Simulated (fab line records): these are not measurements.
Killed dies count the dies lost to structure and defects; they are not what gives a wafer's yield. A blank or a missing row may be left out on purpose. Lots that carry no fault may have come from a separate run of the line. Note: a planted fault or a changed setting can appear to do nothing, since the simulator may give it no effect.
Chamber matching || flow n5-finfet || cmp-04 running N5_BEOL_M10_CMP_52: 4 sister chambers
The step polishes, stops on SiCOH lowk, t overpolish 7 s, target thk 140 nm. 4 wafers are shown with their chamber, then 8 later ones without.

== WAFERS PAIRED WITH THEIR CHAMBERS ==
{"wafer": "L088.2", "chamber": 0, "time-to-endpoint-s (s)": 65}
{"wafer": "L087.2", "chamber": 1, "time-to-endpoint-s (s)": 73}
{"wafer": "L087.6", "chamber": 2, "time-to-endpoint-s (s)": 70}
{"wafer": "L091.3", "chamber": 3, "time-to-endpoint-s (s)": 58}

== WAFERS WITHOUT THEIR CHAMBER ==
{"wafer": "L091.4", "time-to-endpoint-s (s)": 65}
{"wafer": "L091.5", "time-to-endpoint-s (s)": 70}
{"wafer": "L096.1", "time-to-endpoint-s (s)": 62}
{"wafer": "L096.2", "time-to-endpoint-s (s)": 67}
{"wafer": "L096.5", "time-to-endpoint-s (s)": 69}
{"wafer": "L097.4", "time-to-endpoint-s (s)": 60}
{"wafer": "L097.5", "time-to-endpoint-s (s)": 70}
{"wafer": "L097.6", "time-to-endpoint-s (s)": 65}

== CHAMBER TAKEN BY EACH ==
{"wafer": "L091.4", "from the rows above": 0, "in truth": 0}
{"wafer": "L091.5", "from the rows above": 2, "in truth": 2}
{"wafer": "L096.1", "from the rows above": "can't be placed: 0 or 3", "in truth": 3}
{"wafer": "L096.2", "from the rows above": "can't be placed: 0 or 2", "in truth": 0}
{"wafer": "L096.5", "from the rows above": 2, "in truth": 2}
{"wafer": "L097.4", "from the rows above": 3, "in truth": 3}
{"wafer": "L097.5", "from the rows above": 2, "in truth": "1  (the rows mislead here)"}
{"wafer": "L097.6", "from the rows above": 0, "in truth": 0}
5 of 8 placed correctly. Can't be placed from these rows: 2 (the true chamber is among the candidates in 2). Wrongly placed: 1.
How it was worked out, from the rows above alone: a wafer's distance from a chamber is the root of the sum, over the readings, of the square of ((its reading less the chamber's mean) divided by the reading's scatter). The wafer belongs to the nearest chamber; if the next one is less than 2 further off, it can't be placed. For every chamber, the mean is computed from those of its wafers that are shown. The scatter: with one shown wafer a chamber, the root of the mean of the squares of how far each hidden wafer lies from its nearest shown one.
